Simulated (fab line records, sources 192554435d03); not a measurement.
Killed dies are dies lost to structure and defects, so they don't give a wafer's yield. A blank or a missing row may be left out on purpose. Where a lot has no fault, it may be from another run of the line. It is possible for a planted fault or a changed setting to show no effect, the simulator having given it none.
fab line records	flow n5_finfet
record lots=10	wafers=30	last_day=16
route steps=1938 shown BEOL_M5@1130 TV_LITHO@1884 TV_OPEN@1890 PAD_METAL@1893 PASSIVATION@1936
lots with no fault: from the same line, run without faults
start_h: hours from the record's first day to the start of the lot's first wafer shown	wait_h: time in hours since the lot's previous step	" repeats the value in the row above	L1.1+2: a single row standing in for several wafers	- either no value or no given start	* or withheld: withheld	< > ~ a bound
route shown NAME@n: NAME is a module with steps in the file, n the number in the route of the first one	usual: mean/standard deviation taken from wafers without a fault	same: alike in all rows	chamber/n: place in a boat	sites: per-site readings	_std_site: the standard deviation of these	_edge_site: outer sites' mean less inner sites'	radius_mm: for every site, how far away it sits from the centre of the wafer	mask NAME#n: copy n	behind: tool/chamber where the wafer was last shaped	hold: cause of the lot's hold/its duration in hours/its outcome	device: whichever transistor did not switch (one of n, p or np)	end of line: the route-end tests of the same wafers	for a step that has no rows: nothing shown but its recipe	killed: dies lost to structure and defects at the first sort, not the wafer's yield	map: a wafer's dies, x killed, . not, _ none there
set.NAME: the setting that was run; set.NAME@STEP: the one run at that earlier step	model.NAME: the simulator's own value behind a step, which no gauge read
a sample of lots followed through the steps of the route, with each step as a table and each wafer as a row
services: from which hour (start_h, from the record's first day; less than 0 if before it) a tool's chamber was out of use, for how many hours, and why
## steps
# step N5_BEOL_M5_ETCH_72
# recipe chemistry=N2/H2	target=underlayer	target_depth_a=65	mask_material=CAR-EUV	time_s=5.2	ion_energy_ev=200	pressure_mtorr=30	source_w=840	bias_w=150	n2_flow_sccm=200	h2_flow_sccm=200	ends=cleared
# usual drypump_motor_current_A=5.54/0.25	etch_rf_on_time_s=5.18/0.12	oes_product_au=0.67/0.077	rf_vpp_V=524.0/2.6	showerhead_plenum_p_Torr=2.55/0.08	throttle_valve_pct=17.79/0.26
lot.wafer	tool	chamber	start_h	wait_h	drypump_motor_current_A	etch_rf_on_time_s	oes_product_au	rf_hours_counter_h	rf_vpp_V	showerhead_plenum_p_Torr	throttle_valve_pct
L822.1	rie_diel-06	3	171.52	0.0	5.91	5.07	0.75	65	524.8	2.68	17.35
L822.2	"	2	"	"	5.41	5.06	0.62	177	528.2	2.65	17.86
L822.5	"	3	"	"	5.91	5.06	0.74	-	528.0	2.68	17.37
L824.1	rie_diel-06	1	176.48	0.0	5.29	5.23	0.59	213	522.8	2.51	18.01
L824.2	"	0	"	"	5.79	5.30	0.59	226	524.2	2.52	18.09
L824.4	"	2	"	"	5.41	5.10	0.62	178	526.9	2.65	17.86
L825.2	rie_diel-06	3	180.07	0.0	5.92	5.08	0.74	68	528.2	2.68	17.40
L825.3	"	2	"	"	5.39	5.06	0.62	179	529.6	2.65	17.86
L825.5	"	2	"	"	5.40	5.06	0.62	-	525.7	2.65	17.85
L826.2	rie_diel-06	1	191.95	0.0	5.30	5.20	0.59	219	523.0	2.51	18.01
L826.3	"	2	"	"	5.43	5.04	0.63	182	527.4	2.65	17.89
L826.6	"	0	"	"	5.77	5.28	0.60	-	522.0	2.52	18.08
L827.1	rie_diel-06	2	195.82	0.0	5.41	5.05	0.62	184	528.0	2.65	17.86
L827.4	"	0	"	"	5.79	5.29	0.59	233	524.0	2.52	18.10
L827.6	"	1	"	"	5.33	5.19	0.60	-	522.1	2.51	18.01
L829.3	rie_diel-06	0	208.85	0.0	5.83	5.27	0.58	237	522.8	2.51	18.11
L829.4	"	1	"	"	5.30	5.16	0.58	224	523.0	2.51	18.01
L829.5	"	0	"	"	5.81	5.26	0.59	-	520.6	2.52	18.09
L830.1	rie_diel-02	2	214.27	0.0	5.85	5.21	0.71	88	523.3	2.57	17.34
L830.2	"	3	"	"	5.32	5.26	0.64	166	520.2	2.43	17.87
L830.6	"	0	"	"	5.12	5.16	0.58	-	527.3	2.61	18.10
L831.2	rie_diel-02	0	217.70	0.0	5.10	5.18	0.58	246	526.0	2.61	18.10
L831.4	"	2	"	"	5.87	5.26	0.70	89	523.6	2.57	17.37
L831.6	"	2	"	"	5.89	5.29	0.70	-	526.1	2.57	17.34
L837.1	rie_diel-02	3	252.65	0.0	5.36	5.25	0.63	177	519.4	2.42	17.92
L837.3	"	2	"	"	5.87	5.20	0.70	99	524.2	2.57	17.36
L837.4	"	1	"	"	5.65	5.04	0.71	82	520.5	2.47	17.84
L838.3	rie_diel-02	1	282.83	0.0	5.66	5.04	0.70	92	521.4	2.47	17.87
L838.5	"	2	"	"	5.87	5.23	0.68	-	524.4	2.56	17.39
L838.6	"	1	"	"	5.65	5.01	0.69	-	520.3	2.46	17.85
# step N5_PASSIVATION_OVL_MEAS_60
# recipe points_per_wafer=44
# usual TV_OVL=1/4.5
lot.wafer	tool	chamber	start_h	wait_h	TV_OVL[nm]
L822.1	overlay-01	0	260.34	0.0	1
L822.2	"	0	"	"	7
L822.5	"	0	"	"	2
L824.1	overlay-02	0	263.92	0.0	2
L824.2	"	0	"	"	5
L824.4	"	0	"	"	-2
L825.2	overlay-02	0	277.88	0.0	-9
L825.3	"	0	"	"	1
L825.5	"	0	"	"	-3
L826.2	overlay-01	0	291.62	0.0	0
L826.3	"	0	"	"	7
L826.6	"	0	"	"	3
L827.1	overlay-01	0	302.52	0.0	-6
L827.4	"	0	"	"	-6
L827.6	"	0	"	"	-3
L829.3	overlay-02	0	306.57	0.0	-7
L829.4	"	0	"	"	0
L829.5	"	0	"	"	-1
L830.1	overlay-01	0	322.36	0.0	-1
L830.2	"	0	"	"	-2
L830.6	"	0	"	"	2
L831.2	overlay-02	0	322.39	0.0	-2
L831.4	"	0	"	"	4
L831.6	"	0	"	"	2
L837.1	overlay-01	0	352.06	0.0	1
L837.3	"	0	"	"	2
L837.4	"	0	"	"	-1
L838.3	overlay-02	0	368.14	0.0	4
L838.5	"	0	"	"	8
L838.6	"	0	"	"	13
# step N5_PASSIVATION_ETCH_15
# recipe chemistry=CF4/N2	target=SiCN	target_depth_a=750	taper_deg=2	time_s=81.2	ion_energy_ev=150	mask_material=SiNx	pressure_mtorr=40	source_w=430	bias_w=70	Ar_flow_sccm=100	cf4_flow_sccm=60	n2_flow_sccm=60
# usual drypump_motor_current_A=5.53/0.26	oes_product_au=0.81/0.081	rf_vpp_V=382.2/1.8	showerhead_plenum_p_Torr=2.20/0.07	throttle_valve_pct=15.35/0.22
lot.wafer	tool	chamber	start_h	wait_h	drypump_motor_current_A	oes_product_au	rf_hours_counter_h	rf_vpp_V	showerhead_plenum_p_Torr	throttle_valve_pct
L822.1	rie_diel-02	1	-	-	5.65	0.81	84	379.7	2.13	15.42
L822.2	"	0	"	"	5.11	0.95	3	382.9	2.25	15.07
L822.5	"	0	"	"	5.14	0.95	-	382.8	2.25	15.07
L824.1	rie_diel-01	0	-	-	5.42	0.74	179	379.0	2.11	15.54
L824.2	"	3	"	"	5.16	0.80	81	382.1	2.23	15.67
L824.4	"	2	"	"	5.71	0.98	2	384.4	2.27	15.51
L825.2	rie_diel-06	3	-	-	5.90	0.82	97	383.9	2.32	15.12
L825.3	"	3	"	"	5.92	0.82	-	384.3	2.32	15.11
L825.5	"	3	"	"	5.90	0.82	-	384.7	2.32	15.12
L826.2	rie_diel-01	0	-	-	5.41	0.74	185	379.7	2.10	15.55
L826.3	"	2	"	"	5.75	0.95	8	383.0	2.26	15.52
L826.6	"	3	"	"	5.13	0.79	-	382.8	2.23	15.65
L827.1	rie_diel-06	0	-	-	5.80	0.95	6	382.9	2.19	15.30
L827.4	"	3	"	"	5.90	0.82	105	384.9	2.32	15.13
L827.6	"	2	"	"	5.44	0.71	-	385.4	2.27	15.36
L829.3	rie_diel-02	3	-	-	5.34	0.72	195	379.4	2.10	15.52
L829.4	"	0	"	"	5.13	0.91	20	384.5	2.24	15.10
L829.5	"	3	"	"	5.33	0.73	-	379.1	2.10	15.55
L830.1	rie_diel-02	0	-	-	5.11	0.89	24	382.1	2.24	15.11
L830.2	"	3	"	"	5.35	0.72	199	381.2	2.10	15.54
L830.6	"	1	"	"	5.66	0.79	-	380.9	2.13	15.45
L831.2	rie_diel-01	0	-	-	5.45	0.74	195	379.1	2.10	15.57
L831.4	"	3	"	"	5.16	0.78	-	382.4	2.22	15.68
L831.6	"	0	"	"	5.42	0.73	-	380.7	2.10	15.55
L837.1	rie_diel-01	2	-	-	5.73	0.90	28	382.0	2.26	15.55
L837.3	"	0	"	"	5.44	0.74	205	379.9	2.10	15.60
L837.4	"	1	"	"	5.48	0.90	46	383.9	2.24	14.99
L838.3	rie_diel-02	0	-	-	5.11	0.87	38	383.8	2.24	15.15
L838.5	"	1	"	"	5.66	0.79	-	379.5	2.12	15.48
L838.6	"	0	"	"	5.10	0.88	-	382.5	2.24	15.14
# step N5_PASSIVATION_DEGAS_18
# recipe ambient=vacuum	temp_c=300	time_s=60
# usual heater_power_w=456/36	susceptor_temp_C=300.00/0.2
lot.wafer	tool	chamber	start_h	wait_h	heater_power_w	susceptor_temp_C
L822.1	pvd_sputter-02	-	261.17	0.2	421	299.49
L822.2	"	-	"	"	431	299.53
L822.5	"	-	"	"	415	299.86
L824.1	pvd_sputter-01	-	264.85	0.1	434	300.11
L824.2	"	-	"	"	466	299.86
L824.4	"	-	"	"	501	299.97
L825.2	pvd_sputter-02	-	279.17	0.4	423	300.09
L825.3	"	-	"	"	497	300.18
L825.5	"	-	"	"	426	300.20
L826.2	pvd_sputter-01	-	292.66	0.4	430	299.90
L826.3	"	-	"	"	455	299.96
L826.6	"	-	"	"	449	299.78
L827.1	pvd_sputter-01	-	303.64	0.3	454	300.07
L827.4	"	-	"	"	496	300.07
L827.6	"	-	"	"	451	300.15
L829.3	pvd_sputter-02	-	307.53	0.2	420	300.33
L829.4	"	-	"	"	492	300.14
L829.5	"	-	"	"	422	299.94
L830.1	pvd_sputter-01	-	324.50	1.5	452	300.11
L830.2	"	-	"	"	446	299.67
L830.6	"	-	"	"	455	299.93
L831.2	pvd_sputter-02	-	325.36	2.3	419	299.71
L831.4	"	-	"	"	424	300.07
L831.6	"	-	"	"	428	299.93
L837.1	pvd_sputter-03	-	352.89	0.2	517	300.05
L837.3	"	-	"	"	425	300.11
L837.4	"	-	"	"	533	300.39
L838.3	pvd_sputter-02	-	369.10	0.3	415	300.30
L838.5	"	-	"	"	433	300.42
L838.6	"	-	"	"	496	299.89
# step N5_PASSIVATION_PROBE_49
# usual defect_limited_yield=91.1/1.4	killed_at_M0_to_M3=34/11	killed_at_M4_up=14/5.7	killed_at_contacts=14/6.9	killed_at_front_end=40/11	killed_at_other=4/3.1	killed_dies=105/17	killed_on_rim=14/4.1	killed_open=70/13	killed_short=34/7.6	sort_bin_5_function=5.3/0.95	sort_bin_6_memory=3.3/0.64	sort_n_pass=1075/17	sort_yield_pct=91.1/1.4
# same gross_dies=1180	killed_at_back_side=0	sort_bin_4_leakage[%]=0	sort_bin_8_speed[%]=0
lot.wafer	tool	chamber	start_h	wait_h	defect_limited_yield[%]	killed_at_M0_to_M3	killed_at_M4_up	killed_at_contacts	killed_at_front_end	killed_at_other	killed_dies	killed_on_rim	killed_open	killed_short	sort_bin_5_function[%]	sort_bin_6_memory[%]	sort_n_pass	sort_yield_pct[%]
L837.1	prober-01	-	358.83	0.0	87.3	38	58	13	41	0	150	29	77	35	7.5	3.9	1030	87.3
L837.3	prober-01	-	358.93	0.1	87.3	30	85	5	26	4	150	22	42	30	8.2	3.3	1030	87.3
L837.4	prober-01	-	358.98	0.2	87.5	23	91	5	27	1	147	24	46	26	7.9	3.3	1033	87.5
L838.3	prober-01	-	374.86	0.1	84.7	60	82	13	25	0	180	32	81	32	10.1	3.8	1000	84.7
L838.5	prober-01	-	374.96	0.2	88.0	25	88	9	19	1	142	24	57	20	7.5	3.5	1038	88.0
L838.6	prober-01	-	375.01	0.3	82.9	49	83	13	54	3	202	26	96	37	11.4	4.6	978	82.9
# killed by level:class
L837.1 BEOL_M5:unspecified=37 BEOL_M0_SAQP:geometric_particle:open=12 BEOL_M4:geometric_particle:open=11 MOL_CONTACT_COAG:geometric_particle:open=11 FIN_SAQP:geometric_particle:short=10 BEOL_M0_SAQP:geometric_particle:short=9 FIN_SAQP:geometric_particle:open=8 STI_FIN_REVEAL:geometric_particle:open=6
L837.3 BEOL_M5:unspecified=77 BEOL_M1:geometric_particle:open=9 FIN_SAQP:geometric_particle:short=6 BEOL_M0_SAQP:geometric_particle:short=6 BEOL_M2:geometric_particle:open=4 STI_FIN_REVEAL:geometric_particle:open=3 ILD0:geometric_particle:short=3 MOL_CONTACT_COAG:geometric_particle:open=3
L837.4 BEOL_M5:unspecified=75 BEOL_M4:geometric_particle:open=10 STI_FIN_REVEAL:geometric_particle:open=8 BEOL_M0_SAQP:geometric_particle:short=7 FIN_SAQP:geometric_particle:open=6 BEOL_M0_SAQP:geometric_particle:open=6 BEOL_M2:geometric_particle:open=6 MOL_CONTACT_COAG:geometric_particle:open=5
L838.3 BEOL_M5:unspecified=66 BEOL_M3:geometric_particle:open=18 BEOL_M1:geometric_particle:open=11 MOL_CONTACT_COAG:geometric_particle:open=10 BEOL_M0_SAQP:geometric_particle:open=8 BEOL_M2:geometric_particle:open=8 BEOL_M4:geometric_particle:open=7 BEOL_M0_SAQP:geometric_particle:short=5
L838.5 BEOL_M5:unspecified=63 BEOL_M4:geometric_particle:open=18 MOL_CONTACT_COAG:geometric_particle:open=9 BEOL_M0_SAQP:geometric_particle:short=6 BEOL_M1:geometric_particle:open=5 BEOL_M3:geometric_particle:open=5 FIN_SAQP:geometric_particle:open=4 ILD0:geometric_particle:short=4
L838.6 BEOL_M5:unspecified=68 STI_FIN_REVEAL:geometric_particle:open=16 BEOL_M0_SAQP:geometric_particle:open=15 FIN_SAQP:geometric_particle:open=13 BEOL_M0_SAQP:geometric_particle:short=11 MOL_CONTACT_COAG:geometric_particle:open=11 BEOL_M3:geometric_particle:open=8 BEOL_M1:geometric_particle:open=7
## services
tool	chamber	start_h	hours	kind
rie_diel-01	2	164.28	2.8	repair
rie_diel-01	1	168.11	-	clean
rie_diel-01	1	168.11	-	consumable_replace:focus_ring
rie_diel-01	1	168.11	13.9	scheduled_down
rie_diel-01	1	168.11	13.9	vent_cycle
rie_diel-02	0	233.89	-	clean
rie_diel-02	0	233.89	-	consumable_replace:focus_ring
rie_diel-02	0	233.89	14.9	scheduled_down
rie_diel-02	0	233.89	14.9	vent_cycle
pvd_sputter-03	-	235.09	39.9	repair
rie_diel-01	2	235.33	5.0	repair
rie_diel-01	2	242.52	-	clean
rie_diel-02	1	243.32	8.0	repair
rie_diel-06	0	260.74	-	clean
rie_diel-06	0	260.74	-	consumable_replace:focus_ring
rie_diel-06	0	260.74	22.9	scheduled_down
rie_diel-06	0	260.74	22.9	vent_cycle
rie_diel-01	1	313.05	21.1	repair
rie_diel-06	1	339.35	-	clean
rie_diel-06	1	339.35	-	consumable_replace:focus_ring
rie_diel-06	1	339.35	14.3	scheduled_down
rie_diel-06	1	339.35	14.3	vent_cycle
rie_diel-06	3	342.18	7.7	repair
rie_diel-06	0	344.37	5.4	repair
## key
first_sign step=N5_PASSIVATION_PROBE_49	reading=killed_at_M4_up	direction=up	sigmas=12	usual=14	struck=81
effect step=N5_PASSIVATION_PROBE_49	reading=killed_dies	direction=up	sigmas=3.4	usual=105	struck=162
more_kills_born_at N5_BEOL_M5_ETCH_72@rie_diel-02=386
met_at N5_BEOL_M5_ETCH_72
struck_lots L837,L838
not_acting_at N5_PASSIVATION_OVL_MEAS_60,N5_PASSIVATION_ETCH_15,N5_PASSIVATION_DEGAS_18
onset_between 217.70 252.65
also_fits time
fault kind=chamber_particle_source	tool=rie_diel-02	chamber=-	onset_h=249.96	steps=N5_BEOL_M5_ETCH_72	rate_per_visit_cm2=0.40047	end_h=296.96
